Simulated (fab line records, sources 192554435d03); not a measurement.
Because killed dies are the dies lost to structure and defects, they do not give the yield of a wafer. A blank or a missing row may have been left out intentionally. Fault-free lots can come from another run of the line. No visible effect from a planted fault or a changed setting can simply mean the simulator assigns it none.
Chamber matching :: flow n5_finfet :: 4 sister chambers for N5_BEOL_M0_STRIP_104 on rie_diel-01
The step strips in N2/H2. 8 wafers are shown with their chamber, then 10 later ones without.

== WAFERS PAIRED WITH THEIR CHAMBERS ==
wafer: L077.5
chamber: 2
showerhead_plenum_p_Torr (Torr): 2.55
drypump_motor_current_A (A): 5.1

wafer: L081.3
chamber: 2
showerhead_plenum_p_Torr (Torr): 2.54
drypump_motor_current_A (A): 5.1

wafer: L083.2
chamber: 1
showerhead_plenum_p_Torr (Torr): 2.69
drypump_motor_current_A (A): 5.8

wafer: L084.1
chamber: 1
showerhead_plenum_p_Torr (Torr): 2.69
drypump_motor_current_A (A): 5.8

wafer: L086.4
chamber: 0
showerhead_plenum_p_Torr (Torr): 2.59
drypump_motor_current_A (A): 6.3

wafer: L086.6
chamber: 3
showerhead_plenum_p_Torr (Torr): 2.41
drypump_motor_current_A (A): 5.0

wafer: L087.1
chamber: 0
showerhead_plenum_p_Torr (Torr): 2.58
drypump_motor_current_A (A): 6.2

wafer: L087.2
chamber: 3
showerhead_plenum_p_Torr (Torr): 2.41
drypump_motor_current_A (A): 5.1

== WAFERS WHOSE CHAMBER IS MISSING ==
wafer: L087.4
showerhead_plenum_p_Torr (Torr): 2.69
drypump_motor_current_A (A): 5.8

wafer: L090.1
showerhead_plenum_p_Torr (Torr): 2.58
drypump_motor_current_A (A): 6.3

wafer: L090.3
showerhead_plenum_p_Torr (Torr): 2.41
drypump_motor_current_A (A): 5.1

wafer: L090.5
showerhead_plenum_p_Torr (Torr): 2.54
drypump_motor_current_A (A): 5.1

wafer: L093.3
showerhead_plenum_p_Torr (Torr): 2.40
drypump_motor_current_A (A): 5.1

wafer: L093.4
showerhead_plenum_p_Torr (Torr): 2.40
drypump_motor_current_A (A): 5.0

wafer: L093.6
showerhead_plenum_p_Torr (Torr): 2.68
drypump_motor_current_A (A): 5.8

wafer: L094.4
showerhead_plenum_p_Torr (Torr): 2.68
drypump_motor_current_A (A): 5.8

wafer: L094.5
showerhead_plenum_p_Torr (Torr): 2.40
drypump_motor_current_A (A): 5.1

wafer: L094.6
showerhead_plenum_p_Torr (Torr): 2.54
drypump_motor_current_A (A): 5.1

== WHICH CHAMBER EACH WENT THROUGH ==
wafer: L087.4
from the rows above: 1
in truth: 1

wafer: L090.1
from the rows above: 0
in truth: 0

wafer: L090.3
from the rows above: 3
in truth: 3

wafer: L090.5
from the rows above: 2
in truth: 2

wafer: L093.3
from the rows above: 3
in truth: 3

wafer: L093.4
from the rows above: 3
in truth: 3

wafer: L093.6
from the rows above: 1
in truth: 1

wafer: L094.4
from the rows above: 1
in truth: 1

wafer: L094.5
from the rows above: 3
in truth: 3

wafer: L094.6
from the rows above: 2
in truth: 2
Correctly placed: 10 of 10. Can't be placed from these rows: 0. Wrongly placed: 0.
How it was worked out, from the rows above alone: a wafer's distance from a chamber is the root of the sum, over the readings, of the square of ((its reading less the chamber's mean) divided by the reading's scatter). The wafer belongs to the nearest chamber; if the next one is less than 2 further off, it can't be placed. For every chamber, the mean is computed from those of its wafers that are shown. The scatter: the root of (the sum of the squares of (reading less its chamber's mean) over the shown wafers, divided by (wafers less chambers)).
